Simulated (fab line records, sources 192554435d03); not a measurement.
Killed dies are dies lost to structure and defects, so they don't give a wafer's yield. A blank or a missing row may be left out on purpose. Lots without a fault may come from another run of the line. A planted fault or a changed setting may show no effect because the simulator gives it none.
Chamber matching | flow n5_finfet | N5_GATE_CUT_PECVD_57 on pecvd-02: 3 sister chambers
The step deposits SiNx from SiH4/NH3/N2, target thk 21 nm. 6 wafers are shown with their chamber, then 8 later ones without.

WAFERS WITH THEIR CHAMBER
wafer  | chamber | throttle_valve_pct (%) | showerhead_plenum_p_Torr (Torr)
L081.1 | 1       | 37.9                   | 5.04
L081.3 | 1       | 37.5                   | 5.04
L081.4 | 2       | 40.0                   | 5.21
L082.4 | 2       | 40.3                   | 5.19
L082.6 | 0       | 41.1                   | 5.20
L083.2 | 0       | 41.4                   | 5.19

WAFERS WITHOUT THEIR CHAMBER
wafer  | throttle_valve_pct (%) | showerhead_plenum_p_Torr (Torr)
L083.4 | 37.7                   | 5.04
L083.6 | 40.2                   | 5.19
L096.2 | 37.7                   | 5.05
L096.4 | 41.1                   | 5.20
L096.5 | 40.8                   | 5.19
L097.2 | 41.2                   | 5.18
L097.3 | 40.8                   | 5.19
L097.6 | 41.2                   | 5.20

WHICH CHAMBER EACH WENT THROUGH
wafer  | from the rows above     | in truth
L083.4 | 1                       | 1
L083.6 | 2                       | 2
L096.2 | 1                       | 1
L096.4 | 0                       | 0
L096.5 | can't be placed: 0 or 2 | 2
L097.2 | 0                       | 0
L097.3 | can't be placed: 0 or 2 | 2
L097.6 | 0                       | 0
Placed correctly: 6 of 8. Can't be placed from these rows: 2 (the true chamber is among the candidates in 2). Placed wrongly: 0.
How it was worked out, from the rows above alone: a wafer's distance from a chamber is the root of the sum, over the readings, of the square of ((its reading less the chamber's mean) divided by the reading's scatter). The wafer belongs to the nearest chamber; if the next one is less than 2 further off, it can't be placed. A chamber's mean is the mean of its shown wafers. The scatter: the root of (the sum of the squares of (reading less its chamber's mean) over the shown wafers, divided by (wafers less chambers)).
